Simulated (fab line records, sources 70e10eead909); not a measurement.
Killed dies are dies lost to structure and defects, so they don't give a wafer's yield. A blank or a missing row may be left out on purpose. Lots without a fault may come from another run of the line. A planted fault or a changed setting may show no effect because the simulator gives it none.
Chamber matching | flow nand_harc | NHARC_A_CHANNEL_FILL_D1_ETCHBACK_20 on rie_diel-13: 4 sister chambers
The step etches the open film in C4F8/O2/Ar, target depth 27 nm, time 13.5 s. 22 wafers are shown with their chamber, then 11 later ones without.

WAFERS WITH THEIR CHAMBER
wafer  | chamber | rf_vpp_V (V) | oes_product_au (a.u.)
L079.2 | 1       | 977          | 0.99
L079.3 | 3       | 988          | 0.99
L079.5 | 3       | 989          | 1.01
L079.1 | 0       | 987          | 0.99
L079.4 | 2       | 985          | 1.00
L079.6 | 0       | 987          | 0.99
L081.1 | 1       | 977          | 0.92
L081.4 | 3       | 988          | 0.93
L081.6 | 0       | 987          | 0.93
L084.1 | 1       | 975          | 0.93
L084.4 | 3       | 986          | 0.92
L084.6 | 3       | 988          | 0.93
L088.1 | 1       | 975          | 1.00
L088.2 | 0       | 987          | 0.98
L088.6 | 1       | 976          | 1.00
L088.3 | 3       | 987          | 1.00
L088.4 | 2       | 985          | 0.99
L088.5 | 0       | 987          | 0.98
L092.2 | 2       | 984          | 1.01
L092.3 | 1       | 976          | 1.02
L092.6 | 0       | 986          | 0.99
L094.1 | 3       | 990          | 1.00

SIGNATURES (means of the wafers above)
reading        | chamber 0 | chamber 1 | chamber 2 | chamber 3 | scatter within a chamber
rf_vpp_V       | 986.83    | 976.00    | 984.67    | 988.00    | 0.928
oes_product_au | 0.9767    | 0.9767    | 1.0000    | 0.9686    | 0.0341
Rule: a wafer's distance from a chamber is the root of the sum, over the readings, of the square of ((its reading less the chamber's mean) divided by the reading's scatter). The wafer belongs to the nearest chamber; if the next one is less than 2 further off, it can't be placed. The scatter: the root of (the sum of the squares of (reading less its chamber's mean) over the shown wafers, divided by (wafers less chambers)).

WAFERS WITHOUT THEIR CHAMBER
wafer  | rf_vpp_V (V) | oes_product_au (a.u.)
L094.2 | 975          | 1.00
L094.3 | 988          | 0.97
L094.4 | 985          | 0.99
L094.5 | 986          | 1.00
L094.6 | 976          | 1.01
L095.2 | 987          | 1.00
L095.5 | 975          | 1.01
L095.6 | 988          | 1.00
L097.3 | 987          | 1.00
L097.4 | 985          | 1.00
L097.6 | 985          | 1.00

WHICH CHAMBER EACH WENT THROUGH
wafer  | from the rows above          | in truth
L094.2 | 1                            | 1
L094.3 | can't be placed: 3 or 0      | 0
L094.4 | can't be placed: 2 or 0      | 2
L094.5 | can't be placed: 0 or 2 or 3 | 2
L094.6 | 1                            | 1
L095.2 | can't be placed: 0 or 3 or 2 | 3
L095.5 | 1                            | 1
L095.6 | can't be placed: 3 or 0      | 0
L097.3 | can't be placed: 0 or 3 or 2 | 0
L097.4 | can't be placed: 2 or 0      | 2
L097.6 | can't be placed: 2 or 0      | 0
Placed correctly: 3 of 11. Can't be placed from these rows: 8 (the true chamber is among the candidates in 8). Placed wrongly: 0.
